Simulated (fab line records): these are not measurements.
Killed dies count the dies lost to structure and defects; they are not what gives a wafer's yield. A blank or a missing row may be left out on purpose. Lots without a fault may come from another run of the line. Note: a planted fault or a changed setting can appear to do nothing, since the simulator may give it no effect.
Which of the tools did it? || flow nand harc || 21 wafers from 7 lots sampled at 5 of the route's 1159 steps

WHAT THE GAUGES SHOWED, per wafer
NHARC_END_SORT_01.
{"lot": "L277", "measured": "day 21 15:22", "on": "prober-02", "killed at array": "31 671 671"}
{"lot": "L278", "measured": "day 22 07:33", "on": "prober-02", "killed at array": "13 14 671"}

WHAT TOOL EACH LOT RAN ON (gives the tool, then ch and the chambers of the sampled wafers, and finally the start)
{"lot": "L266", "NHARC_A_CONTACT_ETCH_129": "har cap etch-01 ch 0,1, day 17 06:43", "NHARC_A_CONTACT_ETCH_133": "har cap etch-01 ch 0,1, day 17 07:17", "NHARC_A_CONTACT_ETCH_97": "rie diel-06 ch 0,1,2, day 17 08:07", "NHARC_A_CONTACT_STRIP_82": "rie diel-06 ch 0,1,2, no start"}
{"lot": "L277", "NHARC_A_CONTACT_ETCH_129": "har cap etch-01 ch 1, day 19 02:56", "NHARC_A_CONTACT_ETCH_133": "har cap etch-01 ch 1, day 19 03:43", "NHARC_A_CONTACT_ETCH_97": "rie diel-11 ch 2,3, day 19 04:51", "NHARC_A_CONTACT_STRIP_82": "rie diel-11 ch 0,1,2, day 21 15:22 or earlier"}
{"lot": "L278", "NHARC_A_CONTACT_ETCH_129": "har cap etch-03 ch 0,1, day 19 14:35", "NHARC_A_CONTACT_ETCH_133": "har cap etch-03 ch 0,1, day 19 15:10", "NHARC_A_CONTACT_ETCH_97": "rie diel-11 ch 0,2,3, day 19 15:52", "NHARC_A_CONTACT_STRIP_82": "rie diel-11 ch 2,3, day 22 07:33 or earlier"}
{"lot": "L288", "NHARC_A_CONTACT_ETCH_129": "har cap etch-02 ch 0,1, day 22 01:50", "NHARC_A_CONTACT_ETCH_133": "har cap etch-02 ch 0,1, day 22 02:26", "NHARC_A_CONTACT_ETCH_97": "rie diel-11 ch 0,2, day 22 03:03", "NHARC_A_CONTACT_STRIP_82": "rie diel-06 ch 1,2,3, no start"}
{"lot": "L286", "NHARC_A_CONTACT_ETCH_129": "har cap etch-01 ch 0,1, day 22 03:37", "NHARC_A_CONTACT_ETCH_133": "har cap etch-01 ch 0,1, day 22 04:11", "NHARC_A_CONTACT_ETCH_97": "rie diel-11 ch 0,1,2, day 22 04:58", "NHARC_A_CONTACT_STRIP_82": "rie diel-11 ch 1,2,3, no start"}
{"lot": "L287", "NHARC_A_CONTACT_ETCH_129": "har cap etch-02 ch 0,1, day 22 06:27", "NHARC_A_CONTACT_ETCH_133": "har cap etch-02 ch 0,1, day 22 07:04", "NHARC_A_CONTACT_ETCH_97": "rie diel-09 ch 0,1,3, day 22 07:52", "NHARC_A_CONTACT_STRIP_82": "rie diel-11 ch 1,2, no start"}
{"lot": "L289", "NHARC_A_CONTACT_ETCH_129": "har cap etch-02 ch 0,1, day 22 09:13", "NHARC_A_CONTACT_ETCH_133": "har cap etch-02 ch 0,1, day 22 09:49", "NHARC_A_CONTACT_ETCH_97": "rie diel-06 ch 0,2,3, day 22 10:26", "NHARC_A_CONTACT_STRIP_82": "rie diel-06 ch 0,1,3, no start"}
- NHARC_A_CONTACT_ETCH_129: etches the open film in C4F8/O2/Ar, time 155 s, target depth 956 nm.
- NHARC_A_CONTACT_ETCH_133: etches the open film in C4F8/O2/Ar, time 195 s, target depth 840 nm.
- NHARC_A_CONTACT_ETCH_97: etches the open film in C4F6/O2, target depth 20 nm, time 10 s.
- NHARC_A_CONTACT_STRIP_82: strips in O2.

THE ANSWER, worked out from the rows above alone
Rule: what is usual is taken from the lots themselves. The widest of any qualifying gaps counts: lots, ordered by their means at a reading, are off when they make up no more than a third of the lots, leave a main group of 4 or more, and stand apart from it by 3 or more times the standard deviation of that group's means. A main group whose means are all the same, to the digits that the tables above print for the reading, isn't used. Also off: a lot with no number at a reading for which 4 or more lots have one. The other lots that the step has rows for count as sound.
Across all readings shown, no lot is off: no conclusion can be drawn from this.

WHAT HAD BEEN PUT IN BY THE SIMULATOR
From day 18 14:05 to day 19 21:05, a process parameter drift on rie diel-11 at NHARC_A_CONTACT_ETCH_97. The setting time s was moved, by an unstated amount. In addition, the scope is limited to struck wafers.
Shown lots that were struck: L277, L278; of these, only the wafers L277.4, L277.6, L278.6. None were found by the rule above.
